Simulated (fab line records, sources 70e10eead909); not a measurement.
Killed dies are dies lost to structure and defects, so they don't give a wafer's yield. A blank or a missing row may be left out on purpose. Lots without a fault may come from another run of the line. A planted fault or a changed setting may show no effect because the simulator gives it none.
Chamber matching | flow nand_harc | NHARC_A_WL_FILL_ALD_10 on ald_hk-03: 4 sister chambers
The step deposits SiO2, target thk 50 nm, pulse time 10 s, ald cycles 500. 22 wafers are shown with their chamber, then 11 later ones without.

WAFERS WITH THEIR CHAMBER
wafer  | chamber | heater_power_w (W) | precursor_pulse_height_rel
L075.1 | 3       | 491                | 1.018
L075.4 | 0       | 441                | 0.989
L075.6 | 2       | 442                | 0.999
L078.2 | 0       | 455                | 0.997
L078.5 | 1       | 499                | 0.998
L078.6 | 2       | 446                | 1.004
L080.2 | 0       | 453                | 1.044
L080.3 | 3       | 496                | 0.999
L080.5 | 3       | 471                | 0.986
L079.3 | 0       | 459                | 1.033
L079.4 | 3       | 495                | 1.006
L079.6 | 2       | 451                | 0.983
L084.3 | 2       | 445                | 1.010
L084.4 | 1       | 502                | 1.026
L084.6 | 2       | 443                | 0.995
L086.1 | 2       | 440                | 0.991
L086.2 | 0       | 439                | 0.998
L086.4 | 3       | 492                | 0.963
L085.2 | 3       | 494                | 0.981
L085.1 | 1       | 510                | 1.022
L085.5 | 2       | 436                | 0.999
L091.2 | 2       | 432                | 0.977

SIGNATURES (means of the wafers above)
reading                    | chamber 0 | chamber 1 | chamber 2 | chamber 3 | scatter within a chamber
heater_power_w             | 449.40    | 503.67    | 441.88    | 489.83    | 7.71
precursor_pulse_height_rel | 1.01220   | 1.01533   | 0.99475   | 0.99217   | 0.0177
Rule: a wafer's distance from a chamber is the root of the sum, over the readings, of the square of ((its reading less the chamber's mean) divided by the reading's scatter). The wafer belongs to the nearest chamber; if the next one is less than 2 further off, it can't be placed. The scatter: the root of (the sum of the squares of (reading less its chamber's mean) over the shown wafers, divided by (wafers less chambers)).

WAFERS WITHOUT THEIR CHAMBER
wafer  | heater_power_w (W) | precursor_pulse_height_rel
L091.3 | 504                | 0.977
L091.6 | 492                | 0.994
L088.3 | 459                | 1.042
L088.4 | 505                | 0.970
L088.6 | 503                | 1.035
L090.2 | 448                | 0.990
L090.1 | 438                | 1.024
L090.6 | 503                | 0.975
L095.2 | 515                | 1.007
L095.3 | 450                | 0.987
L095.4 | 431                | 0.973

WHICH CHAMBER EACH WENT THROUGH
wafer  | from the rows above     | in truth
L091.3 | can't be placed: 3 or 1 | 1
L091.6 | can't be placed: 3 or 1 | 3
L088.3 | can't be placed: 0 or 2 | 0
L088.4 | can't be placed: 3 or 1 | 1
L088.6 | can't be placed: 1 or 3 | 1
L090.2 | can't be placed: 2 or 0 | 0
L090.1 | can't be placed: 0 or 2 | 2
L090.6 | can't be placed: 3 or 1 | 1
L095.2 | can't be placed: 1 or 3 | 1
L095.3 | can't be placed: 2 or 0 | 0
L095.4 | can't be placed: 2 or 0 | 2
Placed correctly: 0 of 11. Can't be placed from these rows: 11 (the true chamber is among the candidates in 11). Placed wrongly: 0.
